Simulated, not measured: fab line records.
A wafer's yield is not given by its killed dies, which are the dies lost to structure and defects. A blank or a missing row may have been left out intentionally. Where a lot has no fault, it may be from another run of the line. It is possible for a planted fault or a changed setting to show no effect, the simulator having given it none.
Chamber matching | flow n5_finfet | N5_BEOL_M10_CMP_52 on cmp-04: 4 sister chambers
The step polishes, stops on SiCOH lowk, t overpolish 7 s, target thk 140 nm. 16 wafers are shown with their chamber, then 8 later ones without.

## WAFERS, EACH WITH ITS CHAMBER
wafer  | chamber | motor_current_A (A) | time_to_endpoint_s (s) | barrier_field_endpoint_s (s)
L075.1 | 2       | 6.2                 | 73                     | 29.8
L075.2 | 1       | 6.4                 | 71                     | 30.2
L075.3 | 3       | 6.6                 | 72                     | 30.0
L085.1 | 3       | 6.8                 | 69                     | 28.8
L085.5 | 0       | 5.1                 | 65                     | 28.9
L085.6 | 3       | 7.1                 | 70                     | 29.7
L089.1 | 0       | 5.3                 | 64                     | 29.3
L089.3 | 2       | 6.1                 | 73                     | 30.8
L089.4 | 1       | 6.3                 | 72                     | 30.1
L090.3 | 1       | 6.4                 | 71                     | 30.3
L090.5 | 3       | 7.0                 | 69                     | 30.1
L090.6 | 2       | 6.3                 | 69                     | 29.6
L091.1 | 2       | 6.3                 | 69                     | 28.5
L091.4 | 3       | 6.4                 | 66                     | 28.8
L091.5 | 3       | 6.9                 | 66                     | 29.1
L097.1 | 2       | 6.2                 | 72                     | 30.5

SIGNATURES (means of the wafers above)
reading                  | chamber 0 | chamber 1 | chamber 2 | chamber 3 | scatter within a chamber
motor_current_A          | 5.200     | 6.367     | 6.220     | 6.800     | 0.181
time_to_endpoint_s       | 64.50     | 71.33     | 71.20     | 68.67     | 1.94
barrier_field_endpoint_s | 29.100    | 30.200    | 29.840    | 29.417    | 0.649
Rule: a wafer lies at a distance from a chamber equal to the root of the sum of squares, over the readings, of (its reading less the chamber's mean, divided by the reading's scatter). If the next closest chamber is less than 2 further off than the closest, the wafer can't be placed; otherwise it belongs to the closest. How the scatter is found: for the shown wafers, subtract from each reading the mean of its chamber, square and add these, divide the total by (wafers less chambers), then take the root.

## WAFERS MISSING THEIR CHAMBER
wafer  | motor_current_A (A) | time_to_endpoint_s (s) | barrier_field_endpoint_s (s)
L097.2 | 5.1                 | 66                     | 28.2
L097.3 | 6.5                 | 74                     | 30.3
L096.1 | 6.4                 | 70                     | 30.4
L096.4 | 5.3                 | 66                     | 28.8
L096.6 | 6.9                 | 70                     | 30.3
L095.3 | 6.7                 | 73                     | 29.0
L095.5 | 6.7                 | 68                     | 29.6
L095.6 | 6.5                 | 74                     | 29.9

## WHICH CHAMBER EACH ONE RAN IN
wafer  | from the rows above          | in truth
L097.2 | 0                            | 0
L097.3 | can't be placed: 1 or 2 or 3 | 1
L096.1 | can't be placed: 1 or 2 or 3 | 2
L096.4 | 0                            | 0
L096.6 | can't be placed: 3 or 1      | 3
L095.3 | can't be placed: 3 or 1 or 2 | 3
L095.5 | can't be placed: 3 or 1      | 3
L095.6 | can't be placed: 1 or 2 or 3 | 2
2 of 8 placed correctly. Not placeable from these rows: 6 (in 6, the candidates include the true chamber). Number placed wrongly: 0.
